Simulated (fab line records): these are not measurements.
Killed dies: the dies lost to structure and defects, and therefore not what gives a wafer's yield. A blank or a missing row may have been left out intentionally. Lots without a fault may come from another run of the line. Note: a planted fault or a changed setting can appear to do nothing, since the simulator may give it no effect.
8D (eight disciplines) problem report, filled in by code ; flow n5 finfet ; the parts of the form that need people (team, actions taken, sign-off) are left out

== 1. WHAT WENT WRONG ==
rf fwd power W at N5_PASSIVATION_PASS_ETCH_74 reads a mean of 660.9 W on 6 wafers of 2 lots; wafers without a fault read 532.4 W with a standard deviation of 1.8. Relative to the usual mean, that is a shift of +71 standard deviations.
The step: etches SiNx in CF4/O2, target depth 220 nm, time 110 s.
Seen first at day 13 22:17 on rie diel-04, wafer L158.1. The record holds 30 wafers of 10 lots with a number at this step. The rule behind "out" and "out of limits": a value lying over 4 standard deviations away from the usual mean. The other wafers with a number count as sound.

== 2. WHAT IT IS; WHAT IT IS NOT ==
question;is;is not
which readings at this step;rf fwd power W;O2_flow_sccm, chamber pressure mTorr, throttle valve pct
which lots;L158, L160;L152, L154, L165, L168, L169, L172, L173, L174
which wafers of those lots;all that have a number;-
read on which tools;rie diel-04;rie diel-03, rie diel-05
when;from day 13 22:17;"up to then (6 sound wafers); but 18 sound wafers of L165, L168, L169, L172, L173, L174 came after"

== 3. WHAT RULES OUT EACH SUSPECT ==
Counting: any tool at a process step up to the reading is kept as a suspect provided that every lot that is out went through it and no sound lot did after the first of them.
- rie diel-03 at N5_MIM_TOP_ETCH_STRIP_01 (strips in O2): ruled out as a lasting fault. The sound lots L169 went through it after L158, its earliest lot that is out (day 13 19:58).
- rie diel-04 at N5_PASSIVATION_PASS_ETCH_74 (etches SiNx in CF4/O2, target depth 220 nm, time 110 s): ruled out as a lasting fault. The sound lots L169 went through it after L158, its earliest lot that is out (day 13 22:17).
Left after counting: nothing in the record.

== 4. THE CAUSE (what the simulator had put in) ==
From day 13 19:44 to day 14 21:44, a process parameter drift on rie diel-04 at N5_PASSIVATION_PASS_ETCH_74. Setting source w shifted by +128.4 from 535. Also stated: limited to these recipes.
Counting ruled it out, wrongly.

== 5. THE EFFECT CHAIN, in route order ==
Each row: a reading whose mean over the struck wafers that have a number lies more than 3 standard deviations from the usual. Scope: only readings with a usual standard deviation given in the record; hours: median across lots of the time from each lot's start at the first step in this table that gives one to its start at this step; sigmas: change in usual standard deviations.
hours;step;reading;usual;on struck wafers;change;sigmas
0;N5_PASSIVATION_PASS_ETCH_74;oes_f_703_au;0.75 a.u.;1.09;+0.34;+3.9
0;N5_PASSIVATION_PASS_ETCH_74;rf fwd power W;532.4 W;660.9;+128.5;+71
0;N5_PASSIVATION_PASS_ETCH_74;rf vpp V;241 V;216;-26;-4.7
It contains these process steps:
- N5_PASSIVATION_PASS_ETCH_74: etches SiNx in CF4/O2, target depth 220 nm, time 110 s.

== 6. WHAT WOULD HAVE CAUGHT IT SOONER ==
In this record the first reading out of limits was taken at day 13 22:17, 3 hours after the fault began at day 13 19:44.
